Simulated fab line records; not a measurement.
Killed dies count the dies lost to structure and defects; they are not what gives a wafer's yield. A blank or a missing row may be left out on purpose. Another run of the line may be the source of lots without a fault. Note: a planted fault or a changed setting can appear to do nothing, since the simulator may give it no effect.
A single fault, viewed from 2 desks / flow n5Finfet / what lay behind the numbers comes last; until then each desk has only its own

== THE METROLOGY DESK ==
Lot by lot, what the gauges showed, no matter which tool ran the lot: averages of those sampled wafers that carry a number. If a lot's mean is further than 4 standard deviations from the usual mean, the lot is out of limits and carries the mark OUT (the distance appears in the brackets). 7 of its 10 readings are shown, namely those furthest out on some lot.
Columns: A = DIBL_N at N5_BEOL_M4_RC_MEAS_101, usual 35.8 mV/V; B = DIBL_P at N5_BEOL_M4_RC_MEAS_101, usual 35.6 mV/V; C = IOFF_N at N5_BEOL_M4_RC_MEAS_101, usual 0.148 nA/um; D = IOFF_P at N5_BEOL_M4_RC_MEAS_101, usual 0.20 nA/um; E = SS_P at N5_BEOL_M4_RC_MEAS_101, usual 73.1 mV/dec; F = VT_N at N5_BEOL_M4_RC_MEAS_101, usual 251 mV; G = VT_P at N5_BEOL_M4_RC_MEAS_101, usual -251 mV
lot=L181; first seen here=day 8 02:58; A=37.1; B=37.6; C=0.151; D=0.21; E=73.3; F=251; G=-248
lot=L183; first seen here=day 9 00:37; A=37.2; B=35.1; C=0.151; D=0.22; E=73.6; F=251; G=-248
lot=L184; first seen here=day 9 07:14; A=36.1; B=37.9; C=0.159; D=0.19; E=72.9; F=251; G=-255
lot=L188; first seen here=day 9 12:13; A=35.5; B=34.2; C=0.139; D=0.21; E=73.0; F=252; G=-248
lot=L191; first seen here=day 10 15:32; A=35.0; B=34.8; C=0.144; D=0.18; E=72.4; F=250; G=-251
lot=L192; first seen here=day 11 02:08; A=35.0; B=35.6; C=0.152; D=0.20; E=73.1; F=250; G=-250
lot=L201; first seen here=day 13 02:19; A=38.1; B=40.2; C=0.188; D=0.25; E=74.1; F=247; G=-248
lot=L202; first seen here=day 13 18:52; A=36.5; B=35.2; C=0.161; D=0.20; E=72.3; F=250; G=-248
lot=L203; first seen here=day 13 22:43; A=35.0; B=35.0; C=0.157; D=0.20; E=72.7; F=247; G=-248
Finding of this desk: none of the 9 lots has anything out of limits.

== TOOL OWNER'S DESK, lithoTrack-05 ==
The tool's own readings at N5_SDB_COAT_04 (time 60 s, resist thk 18 nm): means of the sampled wafers that have a number, for each lot that ran on this tool. If a lot's mean is further than 4 standard deviations from the usual mean, the lot is out of limits and carries the mark OUT (the distance appears in the brackets).
Columns: A = dispensePressureKPa at N5_SDB_COAT_04, usual 47 kPa; B = heaterPowerTotalW at N5_SDB_COAT_04, usual 427.4 W; C = runLengthS at N5_SDB_COAT_04, usual 66.27 s
lot=L183; first seen here=day 4 13:04; A=43; B=427.3; C=66.27
lot=L184; first seen here=day 4 19:13; A=42; B=427.1; C=66.20
lot=L191; first seen here=day 6 14:08; A=42; B=426.6; C=66.17
lot=L192; first seen here=day 6 18:18; A=43; B=547.3 (+60) OUT; C=49.02 (-99 or more) OUT
This desk's finding: out of limits on L192; first on L192, day 6 18:18 (heaterPowerTotalW at N5_SDB_COAT_04). L183, L184, L191: within limits.

== TAKEN TOGETHER ==
On L192, at day 6 18:18, an alarm was possible from the tool owner's desk.
From the metrology desk's view, nothing was out of limits.
The metrology desk has L192 on record, within its limits.
N5_SDB_COAT_04 was run on lithoTrack-05 by each of the lots named.

== WHAT THE SIMULATOR PUT IN ==
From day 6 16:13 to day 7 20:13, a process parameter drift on lithoTrack-05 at N5_SDB_COAT_04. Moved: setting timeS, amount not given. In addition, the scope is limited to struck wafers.
Shown lots that were struck: L192.
How many hours passed from the start of the fault until each desk's first out-of-limits reading: the tool owner's desk, 2.
